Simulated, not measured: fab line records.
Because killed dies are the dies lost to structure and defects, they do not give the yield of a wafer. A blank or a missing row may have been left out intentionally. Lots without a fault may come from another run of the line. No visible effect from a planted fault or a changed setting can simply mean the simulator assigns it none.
Matching of chambers | flow n5_finfet | N5_MOL_CONTACT_COAG_ETCHBACK_132 on rie_diel-01: 4 sister chambers
The step etches SiO2 in CHF3, target depth 10 nm, time 6.7 s. 14 wafers are shown with their chamber, then 7 later ones without.

WAFERS WITH THEIR CHAMBER
wafer  | chamber | drypump_motor_current_A (A) | rf_vpp_V (V) | throttle_valve_pct (%)
L082.2 | 3       | 5.47                        | 515          | 18.62
L082.3 | 2       | 5.84                        | 510          | 18.57
L082.4 | 1       | 5.51                        | 525          | 18.76
L087.1 | 2       | 5.83                        | 510          | 18.57
L087.2 | 0       | 5.67                        | 520          | 18.71
L087.3 | 1       | 5.53                        | 525          | 18.35
L088.2 | 0       | 5.71                        | 522          | 18.72
L088.3 | 2       | 5.86                        | 512          | 18.57
L088.6 | 1       | 5.53                        | 526          | 18.35
L092.3 | 0       | 5.70                        | 522          | 18.75
L092.4 | 2       | 5.82                        | 511          | 18.58
L092.5 | 1       | 5.54                        | 527          | 18.39
L094.1 | 3       | 5.52                        | 527          | 18.23
L094.4 | 0       | 5.70                        | 521          | 18.74

SIGNATURES, as means of the wafers listed above
reading                 | chamber 0 | chamber 1 | chamber 2 | chamber 3 | scatter within a chamber
drypump_motor_current_A | 5.6950    | 5.5275    | 5.8375    | 5.4950    | 0.0187
rf_vpp_V                | 521.25    | 525.75    | 510.75    | 521.00    | 2.83
throttle_valve_pct      | 18.7300   | 18.4625   | 18.5725   | 18.4250   | 0.14
Rule: for each reading, subtract the chamber's mean from the wafer's reading, divide by that reading's scatter and square the result; add these up over the readings and take the root, which gives the wafer's distance from the chamber. If the next closest chamber is less than 2 further off than the closest, the wafer can't be placed; otherwise it belongs to the closest. The scatter is the square root of a quotient: the sum, over the shown wafers, of each reading's squared deviation from its chamber's mean, divided by wafers minus chambers.

WAFERS WITHOUT THEIR CHAMBER
wafer  | drypump_motor_current_A (A) | rf_vpp_V (V) | throttle_valve_pct (%)
L094.5 | 5.84                        | 511          | 18.61
L095.2 | 5.54                        | 524          | 18.37
L095.5 | 5.51                        | 525          | 18.37
L095.6 | 5.69                        | 523          | 18.75
L096.2 | 5.50                        | 526          | 18.22
L096.3 | 5.80                        | 512          | 18.61
L096.5 | 5.70                        | 521          | 18.75

WHICH CHAMBER EACH WENT THROUGH
wafer  | from the rows above     | in truth
L094.5 | 2                       | 2
L095.2 | can't be placed: 1 or 3 | 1
L095.5 | can't be placed: 1 or 3 | 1
L095.6 | 0                       | 0
L096.2 | can't be placed: 1 or 3 | 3
L096.3 | 2                       | 2
L096.5 | 0                       | 0
Correct placement for 4 of the 7. These rows do not allow placing 3 (true chamber among the candidates in 3). Placed wrongly: 0.
